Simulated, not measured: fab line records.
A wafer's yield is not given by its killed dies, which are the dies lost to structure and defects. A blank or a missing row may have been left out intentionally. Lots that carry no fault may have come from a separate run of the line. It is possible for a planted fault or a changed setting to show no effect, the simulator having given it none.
What tool caused it? | flow nandHarc | 24 lots, 72 wafers sampled, at 2 steps of a route of 1302

## WHAT THE GAUGES SHOWED, per wafer
NHARC_A_M0_CD_MEAS_16.
lot  | measured     | on       | cdNm (nm)
L075 | day 23 02:31 | cdSem-01 | 80.5 79.7 79.7
L074 | day 23 11:10 | cdSem-03 | 81.2 81.2 81.0
L076 | day 24 00:40 | cdSem-02 | 81.1 81.8 81.2
L077 | day 24 09:44 | cdSem-02 | 80.4 81.4 79.2
L078 | day 24 17:13 | cdSem-02 | 78.5 80.3 79.4
L080 | day 25 06:30 | cdSem-02 | 78.8 79.2 80.3
L079 | day 25 09:29 | cdSem-01 | 79.8 79.9 76.5
L081 | day 25 18:27 | cdSem-01 | 79.8 79.5 79.9
L082 | day 26 10:17 | cdSem-01 | 79.7 82.5 81.6
L086 | day 27 02:49 | cdSem-03 | 80.2 80.2 80.5
L083 | day 27 05:23 | cdSem-02 | 79.2 80.7 80.2
L084 | day 27 16:28 | cdSem-03 | 79.3 80.1 79.4
L085 | day 27 22:47 | cdSem-03 | 79.3 78.9 80.5
L087 | day 28 11:08 | cdSem-03 | 78.3 79.7 79.7
L089 | day 28 17:14 | cdSem-01 | 82.3 81.8 80.6
L088 | day 29 05:02 | cdSem-02 | 81.7 79.4 79.2
L090 | day 29 06:58 | cdSem-01 | 81.5 79.8 79.1
L092 | day 30 00:16 | cdSem-01 | 80.7 82.2 79.5
L091 | day 30 03:26 | cdSem-03 | 78.2 80.2 79.3
L093 | day 30 09:37 | cdSem-01 | 79.1 79.3 80.8
L094 | day 31 01:14 | cdSem-02 | 80.4 79.1 79.6
L095 | day 31 03:02 | cdSem-03 | 78.8 80.0 79.8
L096 | day 31 17:10 | cdSem-02 | 78.9 78.9 78.9
L097 | day 33 01:51 | cdSem-02 | 80.2 80.8 80.4

NHARC_A_M1_INSPECT_11.
lot  | measured     | on               | rawDefectCount
L075 | day 23 06:07 | defectInspect-01 | 114 126 139
L074 | day 23 14:50 | defectInspect-01 | 26 19 22
L076 | day 24 04:21 | defectInspect-02 | 115 117 115
L077 | day 24 13:18 | defectInspect-01 | 66 71 73
L078 | day 24 20:59 | defectInspect-02 | 68 70 63
L080 | day 25 10:11 | defectInspect-01 | 75 79 53
L079 | day 25 13:03 | defectInspect-01 | 128 119 143
L081 | day 25 22:29 | defectInspect-02 | 165 156 155
L082 | day 26 13:58 | defectInspect-01 | 25 32 35
L086 | day 27 06:29 | defectInspect-02 | 45 38 39
L083 | day 27 08:56 | defectInspect-02 | 135 113 113
L084 | day 27 20:37 | defectInspect-02 | 74 86 65
L085 | day 28 02:22 | defectInspect-02 | 120 106 120
L087 | day 28 14:50 | defectInspect-02 | 100 105 98
L089 | day 28 20:50 | defectInspect-02 | 77 61 76
L088 | day 29 08:43 | defectInspect-02 | 104 110 112
L090 | day 29 10:41 | defectInspect-01 | 139 143 151
L092 | day 30 03:57 | defectInspect-01 | 128 113 118
L091 | day 30 07:10 | defectInspect-01 | 59 55 76
L093 | day 30 13:21 | defectInspect-02 | 74 78 86
L094 | day 31 05:07 | defectInspect-01 | 63 70 58
L095 | day 31 06:44 | defectInspect-02 | 91 96 79
L096 | day 31 20:52 | defectInspect-01 | 139 126 128
L097 | day 33 05:34 | defectInspect-01 | 19 35 22

## WHAT TOOL EACH LOT RAN ON (gives the tool, then ch and the chambers of the sampled wafers, and finally the start)
The record shows no process step preceding these readings.

## AS READ BY THE TOOLS THEMSELVES (means over the sampled wafers that have a number; for cases with no such wafer, the mark the record gives instead)
The record holds no such reading with a usual standard deviation.

## THE ANSWER, worked out from the rows above alone
Rule: usual is defined by the lots themselves. Put in order of their means at a reading, lots are off if they are a third of the lots or fewer, leave a main group of 4 or more, and stand apart from it by a gap of 3 or more times the standard deviation of the main group's means; of several such gaps the widest counts. If all means in a main group match to the digits the tables above print for the reading, that group is not used. A lot without any number at a reading at which 4 lots or more have one is off too. All remaining lots with rows at the step are treated as sound. After the gauges, taken in route order, come the tools' own readings; for these a lot's mean is taken, as printed above. The first step at which some lot is off is used, and at that step the reading that is off furthest; a lot without a number counts as furthest.
No lot is off at any reading shown: from this, nothing can be told.

## WHAT THE SIMULATOR PUT IN
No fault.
